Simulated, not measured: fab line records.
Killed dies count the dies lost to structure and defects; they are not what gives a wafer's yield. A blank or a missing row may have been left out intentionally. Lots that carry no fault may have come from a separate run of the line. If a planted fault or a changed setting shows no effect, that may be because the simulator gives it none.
The tool behind it: which one? -- flow n5Finfet -- 6 lots with 18 wafers sampled at 8 steps, on a route of 1938 steps

WHAT EACH GAUGE READ, for each wafer
N5_BEOL_M13_OCD_MEAS_35. Usual: trenchDepthNm reads 413 nm (standard deviation 9.7).
lot,measured,on,trenchDepthNm (nm),flag
L626,day 14 02:15,ocd-01,409 407 408,
L627,day 15 04:21,ocd-01,409 353 405,
L639,day 18 03:55,ocd-02,408 424 407,
L636,day 18 06:30,ocd-02,414 407 408,
L641,day 18 14:04,ocd-02,416 394 411,
L642,day 18 17:59,ocd-02,406 428 405,

N5_BEOL_M13_THK_MEAS_50: measures by xrf. Usual: for M13_THK the level is 427 nm and the standard deviation is 10.
lot,measured,on,M13_THK (nm),flag
L626,day 14 05:04,filmMetro-02,428 422 424,
L627,day 15 08:52,filmMetro-02,428 373 426,
L639,day 18 05:50,filmMetro-01,419 434 420,
L636,day 18 08:37,filmMetro-01,422 418 421,
L641,day 18 18:49,filmMetro-02,438 408 430,
L642,day 18 22:04,filmMetro-01,415 434 414,

N5_BEOL_M13_RS_MEAS_54: a four-point-probe measurement. Usual: for M13_RS the level is 0.0449 ohm/sq and the standard deviation is 0.0011.
lot,measured,on,M13_RS (ohm/sq),flag
L626,day 14 05:12,filmMetro-01,0.0453 0.0458 0.0457,
L627,day 15 09:02,filmMetro-02,0.0453 0.0526 0.0456,
L639,day 18 05:58,filmMetro-01,0.0457 0.0439 0.0456,
L636,day 18 08:45,filmMetro-01,0.0448 0.0455 0.0453,
L641,day 18 18:57,filmMetro-02,0.0445 0.0474 0.0453,
L642,day 18 22:12,filmMetro-01,0.0456 0.0434 0.0459,

N5_BEOL_M15_RC_MEAS_101. Usual: etestTempC 25.00 C, standard deviation 0.11; COMB_M10 1.49e-11 S/m, standard deviation 2.9e-12; COMB_M10_max_site 2.1e-11 S/m, standard deviation 4.8e-12; COMB_M11 1.49e-11 S/m, standard deviation 2.6e-12; COMB_M12 7e-12 S/m, standard deviation 1.3e-12; COMB_M13 5.4e-12 S/m, standard deviation 1e-12; COMB_M14 4.1e-12 S/m, standard deviation 6.5e-13; COMB_M14_max_site 5.7e-12 S/m, standard deviation 1.2e-12; COMB_M15 3e-12 S/m, standard deviation 5.3e-13; COMB_M15_max_site 4.1e-12 S/m, standard deviation 8.2e-13; COMB_M5 3.7e-11 S/m, standard deviation 7.7e-12; COMB_M6 2.6e-11 S/m, standard deviation 5e-12; COMB_M7 2.6e-11 S/m, standard deviation 6.3e-12; COMB_M8 2.5e-11 S/m, standard deviation 5.3e-12; COMB_M9 1.5e-11 S/m, standard deviation 3.1e-12; SERP_M10 3.07 ohm/um, standard deviation 0.09; SERP_M11 3.05 ohm/um, standard deviation 0.12; SERP_M11_max_site 3.15 ohm/um, standard deviation 0.13; SERP_M12 0.641 ohm/um, standard deviation 0.017; SERP_M13 0.310 ohm/um, standard deviation 0.0086; SERP_M13_max_site 0.313 ohm/um, standard deviation 0.0087; SERP_M14 0.160 ohm/um, standard deviation 0.0045; SERP_M5 39.3 ohm/um, standard deviation 2; SERP_M6 13.8 ohm/um, standard deviation 0.62; SERP_M7 13.4 ohm/um, standard deviation 0.62; SERP_M8 13.8 ohm/um, standard deviation 0.56; SERP_M9 3.08 ohm/um, standard deviation 0.11.
lot,measured,on,etestTempC (C),COMB_M10 (S/m),COMB_M10_max_site (S/m),COMB_M11 (S/m),COMB_M12 (S/m),COMB_M13 (S/m),COMB_M14 (S/m),COMB_M14_max_site (S/m),COMB_M15 (S/m),COMB_M15_max_site (S/m),COMB_M5 (S/m),COMB_M6 (S/m),COMB_M7 (S/m),COMB_M8 (S/m),COMB_M9 (S/m),SERP_M10 (ohm/um),SERP_M11 (ohm/um),SERP_M11_max_site (ohm/um),SERP_M12 (ohm/um),SERP_M13 (ohm/um),SERP_M13_max_site (ohm/um),SERP_M14 (ohm/um),SERP_M5 (ohm/um),SERP_M6 (ohm/um),SERP_M7 (ohm/um),SERP_M8 (ohm/um),SERP_M9 (ohm/um),flag
L626,day 14 15:46,prober-02,24.76 24.94 25.10,1.36e-11 1.17e-11 1.39e-11,2.1e-11 1.5e-11 1.9e-11,1.59e-11 1.26e-11 1.18e-11,6.6e-12 5.7e-12 6.3e-12,5.4e-12 4.1e-12 4.3e-12,4.9e-12 5.3e-12 4.5e-12,6.1e-12 7e-12 6.8e-12,2.8e-12 2.4e-12 2.8e-12,4.3e-12 4.2e-12 3.4e-12,2.7e-11 2.3e-11 2.2e-11,2e-11 1.8e-11 1.8e-11,2.2e-11 2.4e-11 2.7e-11,1.5e-11 2.5e-11 2.2e-11,8e-12 1.1e-11 1.6e-11,3.08 3.17 3.23,3.03 2.96 3.02,3.16 3.06 3.08,0.653 0.634 0.637,0.312 0.312 0.308,0.313 0.314 0.310,0.160 0.162 0.162,37.4 39.3 39.9,12.8 14.1 13.0,14.4 14.5 14.1,14.7 13.5 13.8,3.07 3.14 3.02,
L627,day 15 22:43,prober-01,25.07 25.15 25.04,1.38e-11 1.91e-11 1.56e-11,1.8e-11 2.6e-11 1.8e-11,1.97e-11 1.71e-11 1.36e-11,6.6e-12 8.5e-12 5.2e-12,6.5e-12 5.9e-12 5.1e-12,3.9e-12 4.9e-12 3.6e-12,5.1e-12 6.2e-12 4.7e-12,2.9e-12 2.7e-12 2.8e-12,3.4e-12 3.3e-12 3.2e-12,4.1e-11 4.4e-11 3.9e-11,2.6e-11 2.6e-11 3.1e-11,2.5e-11 3.3e-11 3.4e-11,3e-11 2.3e-11 3.1e-11,1.9e-11 1.9e-11 1.9e-11,3.14 3.17 3.09,3.06 3.24 2.90,3.22 3.42 3.09,0.629 0.658 0.646,0.314 0.367 0.312,0.320 0.373 0.316,0.166 0.160 0.154,42.1 42.9 40.1,13.6 14.5 14.5,13.7 14.1 13.6,14.0 13.1 13.8,3.11 3.06 2.96,
L639,day 18 18:47,prober-02,25.17 24.85 25.04,1.2e-11 1.47e-11 1.16e-11,2.2e-11 2.5e-11 1.4e-11,1.16e-11 1.22e-11 1.44e-11,7e-12 7.1e-12 9.8e-12,5.4e-12 6.5e-12 6.9e-12,4.3e-12 3.8e-12 4e-12,5.4e-12 6.5e-12 6.2e-12,3.5e-12 3.5e-12 3.8e-12,3.8e-12 4.1e-12 4.8e-12,3.8e-11 3.8e-11 3.4e-11,2.5e-11 3.5e-11 3.7e-11,2.6e-11 3.4e-11 2.7e-11,2.2e-11 2.8e-11 2.4e-11,1.4e-11 1.2e-11 1.6e-11,2.99 3.04 3.14,3.04 2.85 3.10,3.10 2.89 3.13,0.643 0.634 0.650,0.311 0.297 0.312,0.314 0.302 0.316,0.158 0.162 0.157,38.1 37.3 39.1,13.5 14.5 14.3,13.9 13.6 12.6,13.5 14.9 13.9,3.05 3.24 3.04,
L636,day 19 02:52,prober-02,24.91 25.02 24.81,1.13e-11 1.89e-11 1.33e-11,2.2e-11 2.3e-11 2.1e-11,1.82e-11 1.77e-11 1.4e-11,5.7e-12 6.1e-12 9.1e-12,5.7e-12 6.5e-12 5e-12,4.7e-12 4.3e-12 4.3e-12,6.5e-12 5.3e-12 5.9e-12,2.5e-12 2.7e-12 3.1e-12,3.1e-12 3.7e-12 3.5e-12,3.6e-11 4.2e-11 4.9e-11,2.7e-11 2.4e-11 2.9e-11,1.8e-11 3.3e-11 1.8e-11,3.3e-11 3.5e-11 2.3e-11,1e-11 1.4e-11 1e-11,2.90 3.04 3.15,2.77 3.02 2.84,2.86 3.09 2.95,0.628 0.643 0.620,0.313 0.313 0.313,0.317 0.317 0.317,0.155 0.169 0.158,42.4 39.9 40.1,13.7 14.1 13.8,12.5 11.6 14.2,14.2 13.5 13.7,2.91 3.02 3.02,
L641,day 19 08:59,prober-01,24.97 24.87 24.91,1.55e-11 1.42e-11 1.66e-11,2.6e-11 1.7e-11 2.3e-11,1.27e-11 1.49e-11 1.06e-11,6.9e-12 7.7e-12 9.2e-12,5.6e-12 5.5e-12 6.5e-12,4.1e-12 3.3e-12 3.1e-12,6.3e-12 6.1e-12 4.1e-12,2.2e-12 2.8e-12 2.5e-12,3.5e-12 3.7e-12 2.9e-12,5.8e-11 3.2e-11 4.8e-11,2.6e-11 2.1e-11 2.6e-11,4e-11 2.7e-11 4.6e-11,1.9e-11 2.1e-11 3.1e-11,1.5e-11 1.3e-11 1.4e-11,3.14 3.05 3.02,2.84 2.92 3.09,3.02 3.03 3.12,0.649 0.639 0.650,0.306 0.330 0.308,0.310 0.331 0.311,0.157 0.158 0.162,37.3 38.3 38.6,12.9 13.3 13.4,13.5 13.8 13.4,13.4 13.9 13.2,3.00 3.04 3.25,
L642,day 19 11:59,prober-02,25.06 24.99 24.94,1.3e-11 1.25e-11 1.08e-11,1.7e-11 1.6e-11 1.6e-11,1.03e-11 1.58e-11 1.03e-11,6.8e-12 9e-12 8.5e-12,5.1e-12 5.1e-12 4.6e-12,3.6e-12 4.2e-12 4.2e-12,4.1e-12 5.7e-12 6.3e-12,3.6e-12 2.8e-12 3e-12,4.3e-12 3.6e-12 4.4e-12,3.7e-11 3.1e-11 3e-11,2.5e-11 2.8e-11 2e-11,2.5e-11 3.5e-11 3e-11,1.6e-11 1.8e-11 2.1e-11,1.2e-11 1.6e-11 1.3e-11,2.99 2.90 3.02,3.07 3.23 3.11,3.27 3.35 3.23,0.663 0.671 0.641,0.317 0.307 0.319,0.321 0.314 0.322,0.169 0.157 0.159,39.8 37.9 38.6,13.6 13.5 14.5,13.7 12.3 12.7,13.2 13.5 13.9,2.92 3.04 3.05,

WHICH TOOL RAN EACH LOT (tool, then ch and the chambers of the sampled wafers, then the start)
lot,N5_BEOL_M12_ETCH_38,N5_BEOL_M13_DESCUM_15,N5_BEOL_M13_TRENCH_ETCH_34,N5_BEOL_M13_ANNEAL_48
L626,"rieDiel-05 ch 0,2,3, day 13 21:55","rieDiel-06 ch 2,3, day 14 00:34","rieDiel-06 ch 0,3, day 14 02:05","rtpAnneal-02 ch 0, day 14 04:22"
L627,"rieDiel-05 ch 0,2,3, day 14 20:58","rieDiel-06 ch 0,1, day 15 01:07","rieDiel-06 ch 0,1,3, day 15 04:11","rtpAnneal-02 ch 0, day 15 08:17"
L639,"rieDiel-03 ch 1,2, day 17 23:23","rieDiel-06 ch 0,2, day 18 01:50","rieDiel-06 ch 0,2, day 18 03:44","rtpAnneal-01 ch 0, day 18 05:17"
L636,"rieDiel-01 ch 0,2, day 18 02:25","rieDiel-06 ch 0,2,3, day 18 04:50","rieDiel-06 ch 0,3, day 18 06:20","rtpAnneal-01 ch 0, day 18 08:04"
L641,"rieDiel-01 ch 0,1,3, day 18 10:11","rieDiel-06 ch 0,1, day 18 12:32","rieDiel-04 ch 0,1,2, day 18 13:53","rtpAnneal-02 ch 0, day 18 18:16"
L642,"rieDiel-05 ch 0,1,2, day 18 13:34","rieDiel-02 ch 1,2,3, day 18 16:20","rieDiel-06 ch 0,1, day 18 17:49","rtpAnneal-01 ch 0, day 18 21:28"
- N5_BEOL_M12_ETCH_38: etches SiCN in CF4/N2, target depth 68.7 nm, time 73.4 s.
- N5_BEOL_M13_DESCUM_15: chemistry O2, time 7.9 s.
- N5_BEOL_M13_TRENCH_ETCH_34: etches SiOC in C4F8/O2/Ar, target depth 413.47 nm, time 162.6 s.
- N5_BEOL_M13_ANNEAL_48: time 90 s.

AS READ BY THE TOOLS THEMSELVES (means over the sampled wafers that have a number; for cases with no such wafer, the mark the record gives instead)
N5_BEOL_M12_ETCH_38. Usual: drypumpMotorCurrentA 5.9 A, standard deviation 0.49; oesProductAu 0.80 a.u., standard deviation 0.07; rfVppV 381.3 V, standard deviation 2.1; showerheadPlenumPTorr 2.17 Torr, standard deviation 0.077; throttleValvePct 15.44 %, standard deviation 0.19.
lot,tool,drypumpMotorCurrentA (A),oesProductAu (a.u.),rfVppV (V),showerheadPlenumPTorr (Torr),throttleValvePct (%),flag
L626,rieDiel-05,5.5,0.81,382.5,2.22,15.41,
L627,rieDiel-05,5.5,0.80,382.9,2.22,15.41,
L639,rieDiel-03,6.6,0.78,382.0,2.22,15.44,
L636,rieDiel-01,5.7,0.84,382.3,2.19,15.42,
L641,rieDiel-01,6.0,0.71,378.4,2.07,15.47,
L642,rieDiel-05,5.7,0.84,381.8,2.21,15.38,

N5_BEOL_M13_DESCUM_15. Usual: drypumpMotorCurrentA 5.5 A, standard deviation 0.39; oesProductAu 0.81 a.u., standard deviation 0.11; rfVppV 242.8 V, standard deviation 1.6; showerheadPlenumPTorr 2.07 Torr, standard deviation 0.08; throttleValvePct 20.4 %, standard deviation 0.31.
lot,tool,drypumpMotorCurrentA (A),oesProductAu (a.u.),rfVppV (V),showerheadPlenumPTorr (Torr),throttleValvePct (%),flag
L626,rieDiel-06,5.3,0.71,242.2,2.06,20.9,
L627,rieDiel-06,5.2,0.77,242.4,2.02,20.3,
L639,rieDiel-06,5.0,0.83,242.6,2.08,20.3,
L636,rieDiel-06,5.2,0.79,243.2,2.06,20.6,
L641,rieDiel-06,5.2,0.83,243.9,2.10,20.3,
L642,rieDiel-02,5.8,0.86,241.7,2.02,20.2,

N5_BEOL_M13_TRENCH_ETCH_34. Usual: O2_flow_sccm 8.002 sccm, standard deviation 0.023; drypumpMotorCurrentA 5.5 A, standard deviation 0.38; heOuterTorr 30.00 Torr, standard deviation 0.067; oesProductAu 0.82 a.u., standard deviation 0.11; rfVppV 664 V, standard deviation 3.6; showerheadPlenumPTorr 3.39 Torr, standard deviation 0.13; throttleValvePct 24.14 %, standard deviation 0.24.
lot,tool,O2_flow_sccm (sccm),drypumpMotorCurrentA (A),heOuterTorr (Torr),oesProductAu (a.u.),rfVppV (V),showerheadPlenumPTorr (Torr),throttleValvePct (%),flag
L626,rieDiel-06,7.986,5.0,29.95,0.78,663,3.31,24.18,
L627,rieDiel-06,7.988,5.3,30.05,0.73,661,3.28,24.28,
L639,rieDiel-06,7.983,5.0,29.98,0.83,664,3.37,24.00,
L636,rieDiel-06,8.010,5.1,30.00,0.75,662,3.29,24.22,
L641,rieDiel-04,7.984,5.8,30.04,0.78,668,3.50,24.25,
L642,rieDiel-06,7.995,5.2,29.98,0.82,665,3.43,24.00,

N5_BEOL_M13_ANNEAL_48. Usual: wafer_temp_C_max reads 226.04 (standard deviation 0.29).
lot,tool,wafer_temp_C_max,flag
L626,rtpAnneal-02,226.43,
L627,rtpAnneal-02,226.01,
L639,rtpAnneal-01,226.17,
L636,rtpAnneal-01,226.15,
L641,rtpAnneal-02,225.86,
L642,rtpAnneal-01,226.38,

THE ANSWER, worked out from the rows above alone
Rule: take the mean of a lot's wafers that have a number; if it is more than 3 standard deviations from the usual mean, the lot is off. A lot without any number at a reading at which 4 lots or more have one is off too. Where the step has rows for the other lots, those lots are counted as sound. First the gauges in route order, then the tools' own readings, where a lot's mean is used as printed above. At the first step where some lot is off, the reading lying furthest off is the one used; lots without a number count as furthest.
None of the lots is off at any reading shown; this tells nothing.

WHAT THE SIMULATOR HAD INSERTED
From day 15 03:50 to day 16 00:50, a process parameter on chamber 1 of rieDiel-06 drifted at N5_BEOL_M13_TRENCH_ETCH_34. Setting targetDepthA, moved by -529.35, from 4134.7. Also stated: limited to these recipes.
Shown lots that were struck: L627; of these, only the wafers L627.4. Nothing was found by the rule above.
